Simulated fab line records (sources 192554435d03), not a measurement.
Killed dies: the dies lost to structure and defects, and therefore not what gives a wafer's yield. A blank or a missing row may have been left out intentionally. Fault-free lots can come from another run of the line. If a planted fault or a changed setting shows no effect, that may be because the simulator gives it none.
fab line records	flow n5-finfet
record lots=7	wafers=39
route steps=1938 shown FIN_CUT@176 SPACER0@259 HKMG_FIN@448 BEOL_M1@800 BEOL_M4@1070
start-h: hours from the record's first day to the start of the lot's first wafer shown	wait-h: time in hours since the lot's previous step	" identical to the entry in the row above	L1.1+2: several wafers, shown together as one row	- value missing, or start not given	* or withheld: withheld	< > ~ a bound
route shown NAME@n: NAME is a module with steps in the file, n the number in the route of the first one	usual: mean and standard deviation over wafers with no fault	same: alike in all rows	chamber/n: place in a boat	sites: readings site by site	_std_site: the values' standard deviation	_edge_site: inner sites' mean taken away from outer sites' mean	radius-mm: how far each site lies from the wafer's centre	mask NAME#n: copy n	behind: the tool/chamber that last shaped the wafer	hold: why the lot went on hold/how many hours it stayed there/how the hold came to an end	device: the transistor (n, p or np) that didn't switch	end of line: tests run on the same wafers once the route is complete	a step with no rows: only its recipe	killed: the dies lost at the first sort to structure and to defects; this is not the yield of the wafer	map: a wafer's dies, x killed, . not, _ none there
set.NAME: the run value of the setting; set.NAME@STEP: its run value at that earlier step	model.NAME: the simulator's own value behind a step, which no gauge read
lots with deliberately changed settings; one table per step, one row per wafer
## steps
# step N5_FIN_CUT_CUT_ETCH_15
# recipe chemistry=HBr/Cl2/O2	target=Si	target-depth-a=1000	bt-time-s=10	mask-material=SOC	time-s=42.4	ion-energy-ev=*	bias-w=*	pressure-mtorr=10	icp-w=800	HBr_flow_sccm=150	Cl2_flow_sccm=80	O2_flow_sccm=12
lot.wafer	tool	chamber	start-h	wait-h	set.time-s	model.FIN_CUT.feature-depth-nm	model.etch.depth-nm	model.SOC_of_FIN_CUT_COAT_18.thk-nm
L076.1	rie-si-04	2	40.99	0.1	42.4	94.6	94.7	172.4
L076.2	"	1	"	"	42.4	100.6	100.5	171
L076.3	"	3	"	"	42.4	102.4	102.4	169.2
L076.4	"	0	"	"	30.57	73.6	73.57	180.2
L076.5	"	1	"	"	30.57	72.4	72.48	180.8
L076.6	"	2	"	"	30.57	68.2	68.22	181.8
L077.1	rie-si-04	3	48.90	0.1	42.4	100.6	100.6	169.6
L077.2	"	1	"	"	42.4	98.8	98.81	170
L077.3	"	2	"	"	34.02	75.4	75.43	179.2
L077.4	"	0	"	"	34.02	80.4	80.46	177.8
L077.5	"	0	"	"	34.02	80.6	80.6	177
L077.6	"	1	"	"	42.4	100	99.97	168.6
L079.1	rie-si-04	0	57.12	0.1	30.38	72.2	72.24	181.2
L079.2	"	3	"	"	30.38	72.2	72.27	180.2
L079.3	"	1	"	"	42.4	99.6	99.68	170.4
L079.4	"	2	"	"	30.38	67.8	67.84	183
L079.5	"	3	"	"	42.4	100.8	100.9	169.2
L079.6	"	2	"	"	42.4	93.8	93.74	172.2
L082.1	rie-si-06	2	76.30	0.1	42.4	98.2	98.28	171
L082.4	"	0	"	"	42.4	101	101	170.6
L082.6	"	2	"	"	42.4	97.8	97.72	171.4
L083.1	rie-si-06	0	81.51	0.1	42.4	101	100.9	169.4
L083.2	"	3	"	"	42.4	97.6	97.63	170
L083.3	"	1	"	"	42.4	97.2	97.27	171.2
L083.4	"	2	"	"	42.4	97	97.03	171.2
L083.5	"	3	"	"	42.4	95.6	95.55	172
L083.6	"	2	"	"	42.4	96.6	96.68	169.8
L087.1	rie-si-06	1	110.61	0.1	42.4	98	98.01	171.6
L087.2	"	3	"	"	42.4	98	98.08	171
L087.3	"	0	"	"	42.4	100.2	100.3	169.4
L087.4	"	2	"	"	42.4	98	97.91	170.2
L087.5	"	3	"	"	42.4	97.4	97.31	170.8
L087.6	"	2	"	"	42.4	98.4	98.33	169.8
L092.1	rie-si-04	1	136.97	0.1	42.4	99.8	99.88	171.2
L092.2	"	2	"	"	18.12	39.8	39.82	193.4
L092.3	"	3	"	"	18.12	43.2	43.27	191
L092.4	"	0	"	"	42.4	99.2	99.22	171.4
L092.5	"	3	"	"	42.4	99.6	99.53	170.6
L092.6	"	0	"	"	18.12	42.2	42.24	191.8
# step N5_SPACER0_ALD_00
# recipe material=SiOCN	target-thk-a=35	temp-c=400	ald-precursor-family=alkyl-aminosilane	ald-co-reactant=O2/N2-plasma	pulse-time-s=3	purge-time-s=2	co-reactant-purge-time-s=2	ald-cycles=58	pressure-torr=2
lot.wafer	tool	chamber	start-h	wait-h	set.ald-cycles	model.SiOCN_of_SPACER0_ALD_00.thk-nm
L076.1+2+4	ald-sin-03	0,2,1	60.60	0.1	80	4.8
L076.3+5+6	"	3,0,3	"	"	58	3.6
L077.1+6	ald-sin-03	2	69.84	0.1	42	2.6
L077.2+3+5	"	3,0,1	"	"	58	3.4
L077.4	"	1	"	"	42	2.4
L079.1+3+6	ald-sin-02	2,3,0	77.77	0.1	75	4.6
L079.2+5	"	0,3	"	"	58	3.6
L079.4	"	1	"	"	58	3.4
L082.1	ald-sin-04	0	104.30	0.1	58	3.6
L082.4+6	"	2	"	"	58	3.4
L083.1+3+6	ald-sin-03	2,3,2	105.09	0.1	40	2.4
L083.2	"	0	"	"	58	3.4
L083.4+5	"	0,3	"	"	58	3.6
L087.1+3+5	ald-sin-02	0,2,2	132.97	0.1	58	3.6
L087.2+4+6	"	1,3,3	"	"	58	3.4
L092.1+5+6	ald-sin-03	0,2,3	156.58	0.1	70	4.2
L092.2+3	"	1,2	"	"	58	3.4
L092.4	"	3	"	"	58	3.6
# step N5_HKMG_FIN_NWFM_ALD_20
# recipe material=TiAlC	target-thk-a=20	temp-c=300	ald-precursor-family=TiCl4	ald-co-reactant=TEA	pulse-time-s=3	purge-time-s=2	co-reactant-purge-time-s=2	co-reactant-pulse-time-s=10	ald-cycles=7	pressure-torr=3
lot.wafer	tool	chamber	start-h	wait-h	set.ald-cycles	model.TiAlC_of_HKMG_FIN_NWFM_ALD_20.thk-nm
L076.1+3+6	ald-metal-03	3,1,2	90.04	0.3	5	1.4
L076.2+4+5	"	2,0,3	"	"	7	2
L077.1+2+3+4+5+6	ald-metal-04	3,0,1,2,3,2	100.40	0.3	7	2
L079.1+2+3	ald-metal-04	2,3,1	111.59	0.3	5	1.4
L079.4+5+6	"	0,1,2	"	"	7	2
L082.1+4+6	ald-metal-01	3,0,1	132.09	0.3	7	2
L083.1+3+5	ald-metal-04	1,0,0	135.24	0.3	7	2
L083.2+6	"	3	"	"	6	1.8
L083.4	"	2	"	"	6	1.6
L087.1+2+3	ald-metal-03	1,3,0	163.06	0.3	10	2.8
L087.4+5+6	"	2,3,2	"	"	7	2
L092.1+2+3+4+5+6	ald-metal-01	2,3,0,1,3,2	185.92	0.3	7	2
# step N5_BEOL_M1_TRENCH_ETCH_37
# recipe chemistry=C4F6/O2	target-depth-a=552.07	target=SiOC	time-s=29	ion-energy-ev=250	pressure-mtorr=30	source-w=355	bias-w=185	Ar_flow_sccm=300	C4F6_flow_sccm=10	O2_flow_sccm=10
lot.wafer	tool	chamber	start-h	wait-h	set.target-depth-a	model.BEOL_M1.feature-depth-nm	model.etch.depth-nm	model.TiN_of_BEOL_M1_HM_DEP_02.thk-nm
L076.1	rie-diel-02	1	-	-	552.07	56	55.98	18
L076.2	"	2	"	"	749.2	73.4	73.33	16.8
L076.3	"	3	"	"	749.2	77	77.06	16.8
L076.4	"	0	"	"	749.2	74.8	74.8	17
L076.5	"	1	"	"	552.07	56.4	56.31	17.8
L076.6	"	0	"	"	552.07	55.6	55.53	17.4
L077.1	rie-diel-04	3	-	-	552.07	54.6	54.52	17.4
L077.2	"	1	"	"	428.5	42.8	42.84	18.2
L077.3	"	2	"	"	552.07	52.6	52.65	17.6
L077.4	"	0	"	"	428.5	41.8	41.83	18
L077.5	"	0	"	"	552.07	54	54.03	17.8
L077.6	"	3	"	"	428.5	42.2	42.28	18.2
L079.1	rie-diel-04	1	-	-	552.07	54.8	54.72	17.8
L079.2	"	3	"	"	862.6	85	85.07	16.8
L079.3	"	0	"	"	862.6	83.8	83.85	16.8
L079.4	"	2	"	"	862.6	83.4	83.32	16.6
L079.5	"	0	"	"	552.07	54	53.99	17.8
L079.6	"	3	"	"	552.07	54.6	54.53	18
L082.1	rie-diel-02	3	-	-	552.07	55.6	55.55	17.4
L082.4	"	0	"	"	552.07	55.2	55.22	17.8
L082.6	"	3	"	"	552.07	55.8	55.88	17.6
L083.1	rie-diel-06	2	-	-	639.7	63.2	63.26	17.6
L083.2	"	3	"	"	552.07	56	55.93	17.8
L083.3	"	0	"	"	552.07	55.2	55.22	17.8
L083.4	"	0	"	"	639.7	64.2	64.23	17.4
L083.5	"	3	"	"	639.7	64.2	64.26	17.6
L083.6	"	2	"	"	552.07	54.4	54.45	17.8
L087.1	rie-diel-06	3	-	-	552.07	55.4	55.47	17.6
L087.2	"	0	"	"	552.07	54.6	54.68	17.4
L087.3	"	2	"	"	552.07	54	53.92	17.8
L087.4	"	0	"	"	552.07	55.2	55.15	17.8
L087.5	"	2	"	"	552.07	53.8	53.87	17.6
L087.6	"	3	"	"	552.07	55.2	55.24	17.6
L092.1	rie-diel-02	2	-	-	552.07	53.6	53.6	18
L092.2	"	0	"	"	552.07	55.2	55.22	18.2
L092.3	"	3	"	"	239.5	24.4	24.45	19.2
L092.4	"	1	"	"	239.5	24.4	24.31	19.2
L092.5	"	1	"	"	552.07	56	56.03	18
L092.6	"	0	"	"	239.5	24	23.97	19.4
# step N5_BEOL_M1_ETCH_41
# recipe chemistry=CH3F/O2	target=SiCN	target-depth-a=319	taper-deg=2	time-s=57.8	ion-energy-ev=120	mask-material=TiN	pressure-mtorr=30	source-w=395	bias-w=75	Ar_flow_sccm=150	CH3F_flow_sccm=30	O2_flow_sccm=20
# step N5_BEOL_M1_STRIP_97
# recipe chemistry=N2/H2	time-s=10	power-w=450	temp-c=40	pressure-mtorr=20	rf-frequency-hz=6e+07	bias-power-w=7	n2-flow-sccm=200	h2-flow-sccm=200
# step N5_BEOL_M1_OCD_MEAS_38
# usual trench-depth-nm=54.7/1.1
lot.wafer	tool	chamber	start-h	wait-h	set.target-depth-a@BEOL_M1_TRENCH_ETCH_37	trench-depth-nm
L076.1	ocd-01	-	140.06	-	552.07	55.4
L076.2	"	-	"	"	749.2	73.1
L076.3	"	-	"	"	749.2	77.5
L076.4	"	-	"	"	749.2	75.1
L076.5	"	-	"	"	552.07	56.7
L076.6	"	-	"	"	552.07	55.7
L077.1	ocd-01	-	150.07	-	552.07	54.3
L077.2	"	-	"	"	428.5	42.6
L077.3	"	-	"	"	552.07	52.3
L077.4	"	-	"	"	428.5	41.7
L077.5	"	-	"	"	552.07	54.3
L077.6	"	-	"	"	428.5	42.2
L079.1	ocd-02	-	155.97	-	552.07	54.7
L079.2	"	-	"	"	862.6	84.8
L079.3	"	-	"	"	862.6	84.0
L079.4	"	-	"	"	862.6	82.4
L079.5	"	-	"	"	552.07	54.3
L079.6	"	-	"	"	552.07	54.5
L082.1	ocd-02	-	182.51	-	552.07	55.8
L082.4	"	-	"	"	552.07	55.5
L082.6	"	-	"	"	552.07	55.6
L083.1	ocd-02	-	188.63	-	639.7	63.0
L083.2	"	-	"	"	552.07	55.9
L083.3	"	-	"	"	552.07	55.5
L083.4	"	-	"	"	639.7	63.9
L083.5	"	-	"	"	639.7	63.9
L083.6	"	-	"	"	552.07	54.4
L087.1	ocd-02	-	217.85	-	552.07	55.6
L087.2	"	-	"	"	552.07	54.5
L087.3	"	-	"	"	552.07	53.7
L087.4	"	-	"	"	552.07	55.2
L087.5	"	-	"	"	552.07	53.9
L087.6	"	-	"	"	552.07	55.4
L092.1	ocd-01	-	238.41	-	552.07	53.7
L092.2	"	-	"	"	552.07	54.8
L092.3	"	-	"	"	239.5	24.4
L092.4	"	-	"	"	239.5	23.8
L092.5	"	-	"	"	552.07	55.9
L092.6	"	-	"	"	239.5	23.9
# step N5_BEOL_M4_TRENCH_ETCH_37
# recipe chemistry=C4F6/O2	target-depth-a=555.55	target=SiOC	time-s=29.2	ion-energy-ev=250	pressure-mtorr=30	source-w=355	bias-w=185	Ar_flow_sccm=300	C4F6_flow_sccm=10	O2_flow_sccm=10
lot.wafer	tool	chamber	start-h	wait-h	set.target-depth-a	model.BEOL_M4.feature-depth-nm	model.etch.depth-nm	model.TiN_of_BEOL_M4_HM_DEP_02.thk-nm
L076.1	rie-diel-03	3	-	-	653.9	67.8	67.87	17
L076.2	"	2	"	"	555.55	57	56.96	17.8
L076.3	"	1	"	"	653.9	66.6	66.65	17.2
L076.4	"	0	"	"	653.9	67	67.06	17.2
L076.5	"	1	"	"	555.55	56.6	56.68	17.8
L076.6	"	0	"	"	555.55	56.6	56.62	17.6
L077.1	rie-diel-01	0	-	-	555.55	56.8	56.74	18
L077.2	"	1	"	"	555.55	54.8	54.87	17.6
L077.3	"	3	"	"	555.55	56.6	56.61	17.8
L077.4	"	2	"	"	555.55	58.6	58.63	17.4
L077.5	"	1	"	"	555.55	54.8	54.84	17.8
L077.6	"	2	"	"	555.55	58.6	58.5	17.6
L079.1	rie-diel-03	2	-	-	555.55	56.8	56.82	17.6
L079.2	"	0	"	"	421.6	42.8	42.76	18
L079.3	"	1	"	"	555.55	56.4	56.41	17.4
L079.4	"	3	"	"	421.6	43.8	43.82	17.6
L079.5	"	0	"	"	555.55	56.6	56.59	17.6
L079.6	"	3	"	"	421.6	43.8	43.88	18.4
L082.1	rie-diel-05	2	-	-	555.55	57.6	57.6	18.4
L082.4	"	1	"	"	555.55	56.2	56.24	18.2
L082.6	"	0	"	"	555.55	56.2	56.17	18.4
L083.1	rie-diel-01	1	-	-	555.55	54.2	54.23	18
L083.2	"	3	"	"	338.9	34	33.99	19.2
L083.3	"	0	"	"	338.9	34.4	34.39	18.6
L083.4	"	2	"	"	338.9	35.2	35.19	19
L083.5	"	3	"	"	555.55	55.6	55.63	17.8
L083.6	"	2	"	"	555.55	57.8	57.72	18.2
L087.1	rie-diel-01	2	-	-	555.55	57.6	57.6	17.6
L087.2	"	3	"	"	703.6	70.6	70.55	17
L087.3	"	1	"	"	555.55	54.2	54.29	18
L087.4	"	0	"	"	703.6	71	70.99	16.8
L087.5	"	0	"	"	555.55	55.8	55.75	17.8
L087.6	"	1	"	"	703.6	68.4	68.46	17
L092.1	rie-diel-01	0	-	-	555.55	56.2	56.28	17.8
L092.2	"	3	"	"	334.6	33.4	33.5	19
L092.3	"	1	"	"	555.55	54	53.97	18
L092.4	"	2	"	"	334.6	34.6	34.58	18.6
L092.5	"	2	"	"	334.6	34.6	34.61	18.6
L092.6	"	1	"	"	555.55	53.8	53.77	18
# step N5_BEOL_M4_ETCH_41
# recipe chemistry=CH3F/O2	target=SiCN	target-depth-a=299	taper-deg=2	time-s=52.5	ion-energy-ev=120	mask-material=TiN	pressure-mtorr=30	source-w=395	bias-w=75	Ar_flow_sccm=150	CH3F_flow_sccm=30	O2_flow_sccm=20
# step N5_BEOL_M4_STRIP_97
# recipe chemistry=N2/H2	time-s=10	power-w=450	temp-c=40	pressure-mtorr=20	rf-frequency-hz=6e+07	bias-power-w=7	n2-flow-sccm=200	h2-flow-sccm=200
# step N5_BEOL_M4_OCD_MEAS_38
# usual trench-depth-nm=56.6/1.2
lot.wafer	tool	chamber	start-h	wait-h	set.target-depth-a@BEOL_M4_TRENCH_ETCH_37	trench-depth-nm
L076.1	ocd-01	-	193.43	-	653.9	67.9
L076.2	"	-	"	"	555.55	56.6
L076.3	"	-	"	"	653.9	66.7
L076.4	"	-	"	"	653.9	67.6
L076.5	"	-	"	"	555.55	56.8
L076.6	"	-	"	"	555.55	56.8
L077.1	ocd-02	-	194.19	-	555.55	56.9
L077.2	"	-	"	"	555.55	55.0
L077.3	"	-	"	"	555.55	56.8
L077.4	"	-	"	"	555.55	58.5
L077.5	"	-	"	"	555.55	55.0
L077.6	"	-	"	"	555.55	58.4
L079.1	ocd-02	-	199.94	-	555.55	57.0
L079.2	"	-	"	"	421.6	42.8
L079.3	"	-	"	"	555.55	56.6
L079.4	"	-	"	"	421.6	43.8
L079.5	"	-	"	"	555.55	56.8
L079.6	"	-	"	"	421.6	43.6
L082.1	ocd-01	-	221.95	-	555.55	58.4
L082.4	"	-	"	"	555.55	56.3
L082.6	"	-	"	"	555.55	56.1
L083.1	ocd-01	-	225.21	-	555.55	53.8
L083.2	"	-	"	"	338.9	34.0
L083.3	"	-	"	"	338.9	33.9
L083.4	"	-	"	"	338.9	34.9
L083.5	"	-	"	"	555.55	55.4
L083.6	"	-	"	"	555.55	57.5
L087.1	ocd-01	-	247.29	-	555.55	57.8
L087.2	"	-	"	"	703.6	71.0
L087.3	"	-	"	"	555.55	54.6
L087.4	"	-	"	"	703.6	71.4
L087.5	"	-	"	"	555.55	55.9
L087.6	"	-	"	"	703.6	68.8
L092.1	ocd-01	-	278.84	-	555.55	56.8
L092.2	"	-	"	"	334.6	33.3
L092.3	"	-	"	"	555.55	53.9
L092.4	"	-	"	"	334.6	34.8
L092.5	"	-	"	"	334.6	34.6
L092.6	"	-	"	"	555.55	54.1
# step N5_BEOL_M4_HM_STRIP_39
# recipe chemistry=peroxide-tin-strip	material=TiN	target-depth-a=250	temp-c=50	time-s=158
# step N5_BEOL_M4_SRD_40
# recipe time-s=30	temp-c=23	rinse-liquid=diw	dry=ipa-marangoni
# step N5_BEOL_M4_ECD_50
# recipe material=Cu	target-thk-a=3000
# step N5_BEOL_M4_ANNEAL_51
# recipe temp-c=225	time-s=90	ambient=N2
# step N5_BEOL_M4_CMP_52
# recipe stop-on=SiOC	t-overpolish-s=6.8	down-force-psi=1	platen-rpm=50	clearing-platen-down-force-psi=1.5	clearing-platen-rpm=50	post-cmp-clean=cu-alkaline	target-thk-nm=40	clearing-platen-pad-velocity-m-s=0.99484	pad-velocity-m-s=0.99484
lot.wafer	tool	chamber	start-h	wait-h	set.target-depth-a@BEOL_M4_TRENCH_ETCH_37	model.Cu_of_BEOL_M4_ECD_50.thk-nm
L076.2+6	cmp-01	3,0	197.29	0.2	555.55	40.8
L076.3	"	0	"	"	653.9	51
L076.4	"	1	"	"	653.9	51.6
L076.1	"	2	"	"	653.9	52.4
L076.5	"	3	"	"	555.55	41.2
L077.4	cmp-02	2	197.69	0.1	555.55	42.4
L077.3	"	3	"	"	555.55	39.8
L077.1	"	0	"	"	555.55	41.2
L077.2	"	1	"	"	555.55	39.6
L077.5	"	2	"	"	555.55	38.2
L077.6	"	3	"	"	555.55	43.2
L079.4	cmp-01	3	203.53	0.1	421.6	28.4
L079.1	"	0	"	"	555.55	41
L079.2	"	1	"	"	421.6	26.6
L079.3	"	2	"	"	555.55	40.8
L079.5	"	3	"	"	555.55	40.4
L079.6	"	0	"	"	421.6	27.6
L082.4	cmp-02	1	225.26	0.1	555.55	42.2
L082.1	"	0	"	"	555.55	42.8
L082.6	"	1	"	"	555.55	41.8
L083.1	cmp-01	2	229.80	0.3	555.55	37
L083.2	"	3	"	"	338.9	16.2
L083.4	"	0	"	"	338.9	18
L083.3	"	1	"	"	338.9	16.4
L083.6	"	2	"	"	555.55	41.4
L083.5	"	3	"	"	555.55	38.2
L087.2	cmp-01	2	251.78	0.3	703.6	55
L087.4	"	3	"	"	703.6	54.2
L087.3	"	0	"	"	555.55	38.6
L087.1	"	1	"	"	555.55	41.6
L087.5	"	2	"	"	555.55	40
L087.6	"	3	"	"	703.6	52.2
L092.4	cmp-02	3	282.98	0.1	334.6	21.4
L092.2	"	0	"	"	334.6	19.2
L092.1	"	1	"	"	555.55	43.2
L092.3	"	2	"	"	555.55	38.6
L092.5	"	3	"	"	334.6	20
L092.6	"	0	"	"	555.55	39
# step N5_BEOL_M4_THK_MEAS_53
# recipe thk-meas-gauge=xrf	reads=Cu_of_BEOL_M4_ECD_50
# usual M4_THK=40.5/1.8
lot.wafer	tool	chamber	start-h	wait-h	set.target-depth-a@BEOL_M4_TRENCH_ETCH_37	M4_THK[nm]
L076.1	film-metro-01	-	197.59	-	653.9	52.5
L076.2	"	-	"	"	555.55	40.9
L076.3	"	-	"	"	653.9	50.8
L076.4	"	-	"	"	653.9	51.6
L076.5	"	-	"	"	555.55	41.2
L076.6	"	-	"	"	555.55	40.6
L077.1	film-metro-01	-	197.98	-	555.55	41.2
L077.2	"	-	"	"	555.55	39.7
L077.3	"	-	"	"	555.55	39.6
L077.4	"	-	"	"	555.55	42.3
L077.5	"	-	"	"	555.55	38.1
L077.6	"	-	"	"	555.55	43.3
L079.1	film-metro-02	-	203.82	-	555.55	41.6
L079.2	"	-	"	"	421.6	26.9
L079.3	"	-	"	"	555.55	41.4
L079.4	"	-	"	"	421.6	28.8
L079.5	"	-	"	"	555.55	40.6
L079.6	"	-	"	"	421.6	28.1
L082.1	film-metro-02	-	225.56	-	555.55	42.3
L082.4	"	-	"	"	555.55	41.9
L082.6	"	-	"	"	555.55	41.4
L083.1	film-metro-02	-	230.10	-	555.55	36.8
L083.2	"	-	"	"	338.9	16.2
L083.3	"	-	"	"	338.9	16.3
L083.4	"	-	"	"	338.9	18.0
L083.5	"	-	"	"	555.55	38.0
L083.6	"	-	"	"	555.55	41.4
L087.1	film-metro-01	-	252.08	-	555.55	41.1
L087.2	"	-	"	"	703.6	54.3
L087.3	"	-	"	"	555.55	38.1
L087.4	"	-	"	"	703.6	53.3
L087.5	"	-	"	"	555.55	39.3
L087.6	"	-	"	"	703.6	51.6
L092.1	film-metro-02	-	283.28	-	555.55	43.1
L092.2	"	-	"	"	334.6	19.3
L092.3	"	-	"	"	555.55	38.8
L092.4	"	-	"	"	334.6	21.4
L092.5	"	-	"	"	334.6	20.1
L092.6	"	-	"	"	555.55	39.0
# step N5_BEOL_M4_PRE_CLEAN_60
# recipe gas=NH3/H2	time-s=15	temp-c=*	rf-power-w=300
# step N5_BEOL_M4_CO_CAP_55
# recipe material=Co	target-thk-a=20	temp-c=200	precursor=CCTBA/H2	pressure-torr=30	time-s=102.1
# step N5_BEOL_M4_PRE_CLEAN_56
# recipe gas=NH3	time-s=15	temp-c=withheld	rf-power-w=300
# step N5_BEOL_M4_DEP_57
# recipe material=SiCN	target-thk-a=80	temp-c=withheld	precursor=3MS/NH3	pressure-torr=3	rf-w=202	time-s=14
# step N5_BEOL_M4_RS_MEAS_58
# recipe thk-meas-gauge=four-point-probe	reads=Co_of_BEOL_M4_CO_CAP_55+Cu_of_BEOL_M4_ECD_50+Co_of_BEOL_M4_CVD_47+TaN_of_BEOL_M4_ALD_84
# usual M4_RS=0.65/0.036
lot.wafer	tool	chamber	start-h	wait-h	set.target-depth-a@BEOL_M4_TRENCH_ETCH_37	M4_RS[ohm/sq]
L076.1	film-metro-02	-	197.92	0.0	653.9	0.47
L076.2	"	-	"	"	555.55	0.65
L076.3	"	-	"	"	653.9	0.49
L076.4	"	-	"	"	653.9	0.48
L076.5	"	-	"	"	555.55	0.64
L076.6	"	-	"	"	555.55	0.65
L077.1	film-metro-02	-	198.24	0.0	555.55	0.64
L077.2	"	-	"	"	555.55	0.68
L077.3	"	-	"	"	555.55	0.67
L077.4	"	-	"	"	555.55	0.62
L077.5	"	-	"	"	555.55	0.71
L077.6	"	-	"	"	555.55	0.60
L079.1	film-metro-02	-	204.08	0.0	555.55	0.65
L079.2	"	-	"	"	421.6	1.15
L079.3	"	-	"	"	555.55	0.65
L079.4	"	-	"	"	421.6	1.04
L079.5	"	-	"	"	555.55	0.66
L079.6	"	-	"	"	421.6	1.09
L082.1	film-metro-01	-	225.85	0.1	555.55	0.61
L082.4	"	-	"	"	555.55	0.62
L082.6	"	-	"	"	555.55	0.63
L083.1	film-metro-02	-	230.36	0.0	555.55	0.74
L083.2	"	-	"	"	338.9	2.28
L083.3	"	-	"	"	338.9	2.25
L083.4	"	-	"	"	338.9	1.97
L083.5	"	-	"	"	555.55	0.71
L083.6	"	-	"	"	555.55	0.64
L087.1	film-metro-01	-	252.63	0.0	555.55	0.64
L087.2	"	-	"	"	703.6	0.45
L087.3	"	-	"	"	555.55	0.70
L087.4	"	-	"	"	703.6	0.46
L087.5	"	-	"	"	555.55	0.67
L087.6	"	-	"	"	703.6	0.48
L092.1	film-metro-02	-	283.54	0.0	555.55	0.60
L092.2	"	-	"	"	334.6	1.78
L092.3	"	-	"	"	555.55	0.70
L092.4	"	-	"	"	334.6	1.54
L092.5	"	-	"	"	334.6	1.69
L092.6	"	-	"	"	555.55	0.69
## key
split step=N5_FIN_CUT_CUT_ETCH_15	setting=time-s	stated=42.4	by=wafer
response step=N5_FIN_CUT_CUT_ETCH_15	reading=model.FIN_CUT.feature-depth-nm	change=+1	per=1%	r=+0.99
response step=N5_FIN_CUT_CUT_ETCH_15	reading=model.etch.depth-nm	change=+1	per=1%	r=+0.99
response step=N5_FIN_CUT_CUT_ETCH_15	reading=model.SOC_of_FIN_CUT_COAT_18.thk-nm	change=-0.373	per=1%	r=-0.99
split step=N5_SPACER0_ALD_00	setting=ald-cycles	stated=58	by=wafer
response step=N5_SPACER0_ALD_00	reading=model.SiOCN_of_SPACER0_ALD_00.thk-nm	change=+0.0339	per=1%	r=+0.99
split step=N5_HKMG_FIN_NWFM_ALD_20	setting=ald-cycles	stated=7	by=wafer
response step=N5_HKMG_FIN_NWFM_ALD_20	reading=model.TiAlC_of_HKMG_FIN_NWFM_ALD_20.thk-nm	change=+0.0197	per=1%	r=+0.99
split step=N5_BEOL_M1_TRENCH_ETCH_37	setting=target-depth-a	stated=552.07	by=wafer
response step=N5_BEOL_M1_TRENCH_ETCH_37	reading=model.BEOL_M1.feature-depth-nm	change=+0.533	per=1%	r=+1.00
response step=N5_BEOL_M1_TRENCH_ETCH_37	reading=model.etch.depth-nm	change=+0.534	per=1%	r=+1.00
response step=N5_BEOL_M1_TRENCH_ETCH_37	reading=model.TiN_of_BEOL_M1_HM_DEP_02.thk-nm	change=-0.0213	per=1%	r=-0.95
response step=N5_BEOL_M1_OCD_MEAS_38	reading=trench-depth-nm	change=+0.532	per=1%	r=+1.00
split step=N5_BEOL_M4_TRENCH_ETCH_37	setting=target-depth-a	stated=555.55	by=wafer
response step=N5_BEOL_M4_TRENCH_ETCH_37	reading=model.BEOL_M4.feature-depth-nm	change=+0.536	per=1%	r=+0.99
response step=N5_BEOL_M4_TRENCH_ETCH_37	reading=model.etch.depth-nm	change=+0.536	per=1%	r=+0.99
response step=N5_BEOL_M4_TRENCH_ETCH_37	reading=model.TiN_of_BEOL_M4_HM_DEP_02.thk-nm	change=-0.024	per=1%	r=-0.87
response step=N5_BEOL_M4_OCD_MEAS_38	reading=trench-depth-nm	change=+0.54	per=1%	r=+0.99
response step=N5_BEOL_M4_CMP_52	reading=model.Cu_of_BEOL_M4_ECD_50.thk-nm	change=+0.538	per=1%	r=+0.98
response step=N5_BEOL_M4_THK_MEAS_53	reading=M4_THK	change=+0.537	per=1%	r=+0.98
response step=N5_BEOL_M4_RS_MEAS_58	reading=M4_RS	change=-0.0247	per=1%	r=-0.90
